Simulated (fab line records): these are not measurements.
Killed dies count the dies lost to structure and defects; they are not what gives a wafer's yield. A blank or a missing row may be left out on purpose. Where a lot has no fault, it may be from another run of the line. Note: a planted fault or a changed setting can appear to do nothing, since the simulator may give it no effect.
The tool behind it: which one? + flow n5-finfet + 72 wafers from 24 lots sampled at 6 of the route's 1938 steps

WHAT THE GAUGES READ, wafer by wafer
N5_BEOL_M12_RS_MEAS_54: uses a four-point probe to measure.
| lot  | measured     | on            | M12_RS (ohm/sq)      |
|------|--------------|---------------|----------------------|
| L074 | day 11 11:19 | film-metro-01 | 0.0616 0.0601 0.0617 |
| L075 | day 11 17:43 | film-metro-01 | 0.0599 0.0612 0.0622 |
| L078 | day 12 09:28 | film-metro-02 | 0.0588 0.0595 0.0593 |
| L076 | day 12 13:27 | film-metro-02 | 0.0624 0.0620 0.0613 |
| L081 | day 12 19:41 | film-metro-01 | 0.0611 0.0601 0.0609 |
| L079 | day 13 00:22 | film-metro-02 | 0.0583 0.0589 0.0595 |
| L080 | day 13 00:38 | film-metro-02 | 0.0590 0.0593 0.0596 |
| L077 | day 13 01:28 | film-metro-01 | 0.0594 0.0588 0.0592 |
| L082 | day 13 10:18 | film-metro-01 | 0.0605 0.0623 0.0620 |
| L083 | day 13 14:26 | film-metro-01 | 0.0594 0.0629 0.0608 |
| L084 | day 13 14:45 | film-metro-02 | 0.0591 0.0593 0.0594 |
| L085 | day 13 21:26 | film-metro-02 | 0.0591 0.0626 0.0593 |
| L086 | day 14 04:52 | film-metro-02 | 0.0587 0.0614 0.0627 |
| L087 | day 14 06:35 | film-metro-02 | 0.0589 0.0588 0.0615 |
| L088 | day 15 00:41 | film-metro-01 | 0.0584 0.0591 0.0616 |
| L089 | day 15 08:31 | film-metro-02 | 0.0627 0.0590 0.0587 |
| L091 | day 15 12:37 | film-metro-01 | 0.0585 0.0599 0.0613 |
| L093 | day 15 18:40 | film-metro-02 | 0.0593 0.0597 0.0607 |
| L090 | day 15 20:19 | film-metro-01 | 0.0598 0.0605 0.0595 |
| L092 | day 15 21:47 | film-metro-01 | 0.0601 0.0631 0.0608 |
| L094 | day 16 00:54 | film-metro-02 | 0.0624 0.0614 0.0601 |
| L095 | day 17 00:50 | film-metro-01 | 0.0631 0.0612 0.0622 |
| L097 | day 17 07:20 | film-metro-02 | 0.0605 0.0615 0.0618 |
| L096 | day 17 07:55 | film-metro-02 | 0.0614 0.0615 0.0592 |

N5_BEOL_M13_INSPECT_12: inspects for defects (macro).
| lot  | measured     | on                | raw-defect-count |
|------|--------------|-------------------|------------------|
| L074 | day 11 11:53 | defect-inspect-01 | 2 1 8            |
| L075 | day 11 18:17 | defect-inspect-01 | 0 0 1            |
| L078 | day 12 10:10 | defect-inspect-01 | 1 3 3            |
| L076 | day 12 14:09 | defect-inspect-02 | 1 2 0            |
| L081 | day 12 20:15 | defect-inspect-01 | 0 3 3            |
| L079 | day 13 00:56 | defect-inspect-02 | 2 2 3            |
| L080 | day 13 01:20 | defect-inspect-02 | 1 2 1            |
| L077 | day 13 02:10 | defect-inspect-01 | 1 0 3            |
| L082 | day 13 11:01 | defect-inspect-02 | 2 4 2            |
| L083 | day 13 15:00 | defect-inspect-02 | 3 2 3            |
| L084 | day 13 15:19 | defect-inspect-02 | 4 1 3            |
| L085 | day 13 22:01 | defect-inspect-01 | 0 1 3            |
| L086 | day 14 05:26 | defect-inspect-02 | 2 2 2            |
| L087 | day 14 07:09 | defect-inspect-02 | 0 2 1            |
| L088 | day 15 01:23 | defect-inspect-02 | 2 3 2            |
| L089 | day 15 09:05 | defect-inspect-02 | 3 2 1            |
| L091 | day 15 13:19 | defect-inspect-02 | 2 1 4            |
| L093 | day 15 19:14 | defect-inspect-01 | 2 5 2            |
| L090 | day 15 21:00 | defect-inspect-01 | 2 2 0            |
| L092 | day 15 22:29 | defect-inspect-02 | 2 0 3            |
| L094 | day 16 01:32 | defect-inspect-01 | 1 0 1            |
| L095 | day 17 01:32 | defect-inspect-02 | 2 1 0            |
| L097 | day 17 07:55 | defect-inspect-02 | 3 2 1            |
| L096 | day 17 08:29 | defect-inspect-01 | 1 1 3            |

N5_BEOL_M14_OVL_MEAS_11.
| lot  | measured     | on         | V13_OVL (nm) |
|------|--------------|------------|--------------|
| L074 | day 11 16:35 | overlay-02 | -9 -8 -14    |
| L075 | day 11 23:35 | overlay-01 | -7 -3 4      |
| L078 | day 12 14:40 | overlay-02 | 1 -2 0       |
| L076 | day 12 19:26 | overlay-01 | -9 -8 -7     |
| L081 | day 13 03:37 | overlay-02 | -1 -3 -2     |
| L079 | day 13 07:17 | overlay-02 | -8 -4 -20    |
| L080 | day 13 07:19 | overlay-01 | 1 -1 -9      |
| L077 | day 13 08:19 | overlay-01 | 5 0 -5       |
| L082 | day 13 17:13 | overlay-01 | 3 -1 4       |
| L083 | day 13 21:19 | overlay-01 | -7 -3 -8     |
| L084 | day 13 21:35 | overlay-02 | 2 -17 -4     |
| L085 | day 14 04:59 | overlay-02 | 5 1 3        |
| L086 | day 14 10:14 | overlay-01 | 8 -8 -4      |
| L087 | day 14 11:17 | overlay-02 | -2 -10 -3    |
| L088 | day 15 10:26 | overlay-01 | 1 -11 -6     |
| L089 | day 15 13:51 | overlay-01 | -10 -12 -12  |
| L091 | day 15 17:20 | overlay-01 | -4 -1 2      |
| L093 | day 16 06:31 | overlay-02 | 2 8 -6       |
| L090 | day 16 05:12 | overlay-01 | -3 6 1       |
| L092 | day 16 06:41 | overlay-02 | -7 -11 4     |
| L094 | day 16 07:04 | overlay-01 | -2 4 -6      |
| L095 | day 17 09:56 | overlay-01 | 6 10 3       |
| L097 | day 17 12:56 | overlay-01 | 9 1 2        |
| L096 | day 17 14:11 | overlay-02 | 2 3 2        |

WHAT TOOL EACH LOT RAN ON (gives the tool, then ch and the chambers of the sampled wafers, and finally the start)
| lot  | N5_BEOL_M12_DEP_53              | N5_BEOL_M13_STRIP_37                 | N5_BEOL_M13_ETCH_38                |
|------|---------------------------------|--------------------------------------|------------------------------------|
| L074 | pecvd-04 ch 0,1,2, day 11 11:15 | plasma-asher-01 ch 0,1, day 11 13:29 | rie-diel-03 ch 0,1,2, day 11 14:12 |
| L075 | pecvd-01 ch 0,1,2, day 11 17:39 | plasma-asher-01 ch 0,1, day 11 20:00 | rie-diel-05 ch 1,3, day 11 21:07   |
| L078 | pecvd-04 ch 1,2, day 12 09:24   | plasma-asher-02 ch 0,1, day 12 11:52 | rie-diel-05 ch 0,2,3, day 12 12:10 |
| L076 | pecvd-01 ch 0,1, day 12 13:23   | plasma-asher-02 ch 1, day 12 15:52   | rie-diel-03 ch 1,2,3, day 12 17:16 |
| L081 | pecvd-02 ch 1,2, day 12 19:37   | plasma-asher-02 ch 0,1, day 12 22:15 | rie-diel-05 ch 0,2,3, day 12 23:46 |
| L079 | pecvd-04 ch 0,1, day 13 00:19   | plasma-asher-02 ch 0,1, day 13 03:01 | rie-diel-01 ch 0,1, day 13 04:44   |
| L080 | pecvd-01 ch 1,2, day 13 00:35   | plasma-asher-02 ch 0,1, day 13 03:20 | rie-diel-03 ch 0,3, day 13 05:02   |
| L077 | pecvd-01 ch 0,1, day 13 01:24   | plasma-asher-02 ch 0,1, day 13 03:53 | rie-diel-01 ch 1,3, day 13 05:19   |
| L082 | pecvd-02 ch 1,2, day 13 10:14   | plasma-asher-02 ch 0,1, day 13 12:38 | rie-diel-05 ch 1,2,3, day 13 14:53 |
| L083 | pecvd-01 ch 0,1,2, day 13 14:22 | plasma-asher-02 ch 0,1, day 13 17:17 | rie-diel-03 ch 0,2,3, day 13 19:01 |
| L084 | pecvd-04 ch 1,2, day 13 14:41   | plasma-asher-01 ch 0,1, day 13 17:25 | rie-diel-03 ch 0,2,3, day 13 19:10 |
| L085 | pecvd-02 ch 1,2, day 13 21:22   | plasma-asher-02 ch 0,1, day 13 23:55 | rie-diel-05 ch 0,3, day 14 02:40   |
| L086 | pecvd-01 ch 0,1,2, day 14 04:48 | plasma-asher-02 ch 0,1, day 14 07:06 | rie-diel-01 ch 1,2,3, day 14 07:32 |
| L087 | pecvd-01 ch 1,2, day 14 06:31   | plasma-asher-01 ch 0,1, day 14 08:45 | rie-diel-03 ch 0,3, day 14 09:00   |
| L088 | pecvd-01 ch 0,1,2, day 15 00:37 | plasma-asher-01 ch 0, day 15 02:58   | rie-diel-05 ch 0,1,3, day 15 08:13 |
| L089 | pecvd-01 ch 0,1,2, day 15 08:26 | plasma-asher-02 ch 0, day 15 10:40   | rie-diel-05 ch 0,1,2, day 15 11:32 |
| L091 | pecvd-04 ch 0,2, day 15 12:33   | plasma-asher-02 ch 0,1, day 15 15:02 | rie-diel-03 ch 1,2,3, day 15 15:07 |
| L093 | pecvd-02 ch 1,2, day 15 18:36   | plasma-asher-02 ch 0,1, day 15 20:52 | rie-diel-05 ch 0,1,2, day 16 04:13 |
| L090 | pecvd-04 ch 0,2, day 15 20:14   | plasma-asher-01 ch 0,1, day 15 22:37 | rie-diel-03 ch 1,3, day 16 02:28   |
| L092 | pecvd-01 ch 0,1, day 15 21:43   | plasma-asher-01 ch 0,1, day 16 00:05 | rie-diel-05 ch 0,2, day 16 04:19   |
| L094 | pecvd-02 ch 0,1,2, day 16 00:50 | plasma-asher-01 ch 0,1, day 16 03:11 | rie-diel-03 ch 1,2,3, day 16 04:28 |
| L095 | pecvd-04 ch 1,2, day 17 00:47   | plasma-asher-01 ch 0,1, day 17 03:16 | rie-diel-05 ch 0,1,3, day 17 07:20 |
| L097 | pecvd-01 ch 0,1,2, day 17 07:16 | plasma-asher-01 ch 0,1, day 17 09:46 | rie-diel-05 ch 1,2,3, day 17 10:50 |
| L096 | pecvd-02 ch 0,2, day 17 07:50   | plasma-asher-02 ch 0,1, day 17 10:33 | rie-diel-01 ch 0,3, day 17 11:14   |
- N5_BEOL_M12_DEP_53: deposits SiCN from 3MS/NH3, target thk 30 nm, time 10.5 s.
- N5_BEOL_M13_STRIP_37: strips in N2/H2.
- N5_BEOL_M13_ETCH_38: etches SiCN in CF4/N2, target depth 67.5 nm, time 71.9 s.

WHAT THE TOOLS THEMSELVES READ (means of the sampled wafers that have a number; where no wafer has one, the mark that the record gives instead)
N5_BEOL_M12_DEP_53.
| lot  | tool     | showerhead-plenum-p-Torr (Torr) | throttle-valve-pct (%) |
|------|----------|---------------------------------|------------------------|
| L074 | pecvd-04 | 4.151                           | 18.0                   |
| L075 | pecvd-01 | 4.162                           | 17.9                   |
| L078 | pecvd-04 | 4.140                           | 17.8                   |
| L076 | pecvd-01 | 4.155                           | 18.0                   |
| L081 | pecvd-02 | 4.162                           | 17.8                   |
| L079 | pecvd-04 | 4.142                           | 18.3                   |
| L080 | pecvd-01 | 4.164                           | 17.9                   |
| L077 | pecvd-01 | 4.160                           | 18.1                   |
| L082 | pecvd-02 | 4.161                           | 17.7                   |
| L083 | pecvd-01 | 4.166                           | 17.9                   |
| L084 | pecvd-04 | 4.143                           | 17.2                   |
| L085 | pecvd-02 | 4.156                           | 17.8                   |
| L086 | pecvd-01 | 4.162                           | 18.0                   |
| L087 | pecvd-01 | 4.157                           | 18.1                   |
| L088 | pecvd-01 | 4.163                           | 18.0                   |
| L089 | pecvd-01 | 4.164                           | 18.1                   |
| L091 | pecvd-04 | 4.154                           | 17.2                   |
| L093 | pecvd-02 | 4.159                           | 18.0                   |
| L090 | pecvd-04 | 4.159                           | 17.1                   |
| L092 | pecvd-01 | 4.157                           | 18.2                   |
| L094 | pecvd-02 | 4.155                           | 17.6                   |
| L095 | pecvd-04 | 4.145                           | 17.3                   |
| L097 | pecvd-01 | 4.161                           | 18.2                   |
| L096 | pecvd-02 | 4.149                           | 17.7                   |

N5_BEOL_M13_STRIP_37.
| lot  | tool            | drypump-motor-current-A (A) | heater-power-w (W) | oes-product-au (a.u.) |
|------|-----------------|-----------------------------|--------------------|-----------------------|
| L074 | plasma-asher-01 | 6.0                         | 374                | 0.780                 |
| L075 | plasma-asher-01 | 6.0                         | 377                | 0.791                 |
| L078 | plasma-asher-02 | 5.3                         | 349                | 0.782                 |
| L076 | plasma-asher-02 | 5.8                         | 320                | 0.787                 |
| L081 | plasma-asher-02 | 5.6                         | 336                | 0.777                 |
| L079 | plasma-asher-02 | 5.4                         | 351                | 0.787                 |
| L080 | plasma-asher-02 | 5.3                         | 353                | 0.790                 |
| L077 | plasma-asher-02 | 5.5                         | 337                | 0.790                 |
| L082 | plasma-asher-02 | 5.6                         | 335                | 0.773                 |
| L083 | plasma-asher-02 | 5.5                         | 335                | 0.782                 |
| L084 | plasma-asher-01 | 6.0                         | 374                | 0.786                 |
| L085 | plasma-asher-02 | 5.5                         | 338                | 0.777                 |
| L086 | plasma-asher-02 | 5.6                         | 336                | 0.792                 |
| L087 | plasma-asher-01 | 6.0                         | 377                | 0.772                 |
| L088 | plasma-asher-01 | 5.5                         | 356                | 0.795                 |
| L089 | plasma-asher-02 | 5.1                         | 362                | 0.781                 |
| L091 | plasma-asher-02 | 5.4                         | 347                | 0.789                 |
| L093 | plasma-asher-02 | 5.4                         | 349                | 0.790                 |
| L090 | plasma-asher-01 | 6.0                         | 376                | 0.782                 |
| L092 | plasma-asher-01 | 5.8                         | 367                | 0.785                 |
| L094 | plasma-asher-01 | 6.0                         | 374                | 0.787                 |
| L095 | plasma-asher-01 | 6.0                         | 377                | 0.789                 |
| L097 | plasma-asher-01 | 5.7                         | 368                | 0.789                 |
| L096 | plasma-asher-02 | 5.5                         | 337                | 0.785                 |

N5_BEOL_M13_ETCH_38.
| lot  | tool        | drypump-motor-current-A (A) | oes-product-au (a.u.) | rf-vpp-V (V) | showerhead-plenum-p-Torr (Torr) | throttle-valve-pct (%) |
|------|-------------|-----------------------------|-----------------------|--------------|---------------------------------|------------------------|
| L074 | rie-diel-03 | 6.2                         | 0.77                  | 382.2        | 2.20                            | 15.42                  |
| L075 | rie-diel-05 | 5.8                         | 0.78                  | 383.4        | 2.27                            | 15.55                  |
| L078 | rie-diel-05 | 5.3                         | 0.73                  | 380.9        | 2.17                            | 15.56                  |
| L076 | rie-diel-03 | 6.3                         | 0.78                  | 384.1        | 2.24                            | 15.39                  |
| L081 | rie-diel-05 | 5.3                         | 0.73                  | 380.8        | 2.17                            | 15.56                  |
| L079 | rie-diel-01 | 5.4                         | 0.83                  | 382.1        | 2.15                            | 15.17                  |
| L080 | rie-diel-03 | 6.2                         | 0.81                  | 383.9        | 2.24                            | 15.33                  |
| L077 | rie-diel-01 | 5.6                         | 0.80                  | 381.7        | 2.19                            | 15.25                  |
| L082 | rie-diel-05 | 5.6                         | 0.80                  | 383.1        | 2.22                            | 15.41                  |
| L083 | rie-diel-03 | 6.1                         | 0.79                  | 383.1        | 2.24                            | 15.36                  |
| L084 | rie-diel-03 | 6.1                         | 0.79                  | 383.3        | 2.24                            | 15.36                  |
| L085 | rie-diel-05 | 5.3                         | 0.68                  | 381.0        | 2.15                            | 15.61                  |
| L086 | rie-diel-01 | 5.6                         | 0.81                  | 382.0        | 2.18                            | 15.25                  |
| L087 | rie-diel-03 | 6.2                         | 0.81                  | 382.3        | 2.24                            | 15.36                  |
| L088 | rie-diel-05 | 5.6                         | 0.75                  | 382.5        | 2.20                            | 15.46                  |
| L089 | rie-diel-05 | 5.3                         | 0.78                  | 380.8        | 2.15                            | 15.28                  |
| L091 | rie-diel-03 | 6.3                         | 0.76                  | 383.3        | 2.23                            | 15.43                  |
| L093 | rie-diel-05 | 5.4                         | 0.78                  | 381.0        | 2.15                            | 15.30                  |
| L090 | rie-diel-03 | 6.5                         | 0.77                  | 383.8        | 2.27                            | 15.38                  |
| L092 | rie-diel-05 | 5.1                         | 0.71                  | 379.7        | 2.10                            | 15.46                  |
| L094 | rie-diel-03 | 6.3                         | 0.75                  | 383.0        | 2.23                            | 15.45                  |
| L095 | rie-diel-05 | 5.6                         | 0.82                  | 382.0        | 2.20                            | 15.35                  |
| L097 | rie-diel-05 | 5.6                         | 0.86                  | 382.8        | 2.20                            | 15.32                  |
| L096 | rie-diel-01 | 5.9                         | 0.80                  | 383.0        | 2.20                            | 15.42                  |

THE ANSWER, worked out from the rows above alone
Rule: what is usual is taken from the lots themselves. Put in order of their means at a reading, lots are off if they are a third of the lots or fewer, leave a main group of 4 or more, and stand apart from it by a gap of 3 or more times the standard deviation of the main group's means; of several such gaps the widest counts. The tables above print the reading to a certain number of digits; a main group whose means all agree to those digits is not used. Also off: a lot with no number at a reading for which 4 or more lots have one. The other lots that the step has rows for count as sound. The gauges are gone through in route order, then the tools' own readings, and for those a lot's mean is taken as printed above. The first step at which some lot is off is used, and at that step the reading that is off furthest; a lot without a number counts as furthest.
Nothing can be told from this: no lot is off at any reading shown.

WHAT THE SIMULATOR HAD INSERTED
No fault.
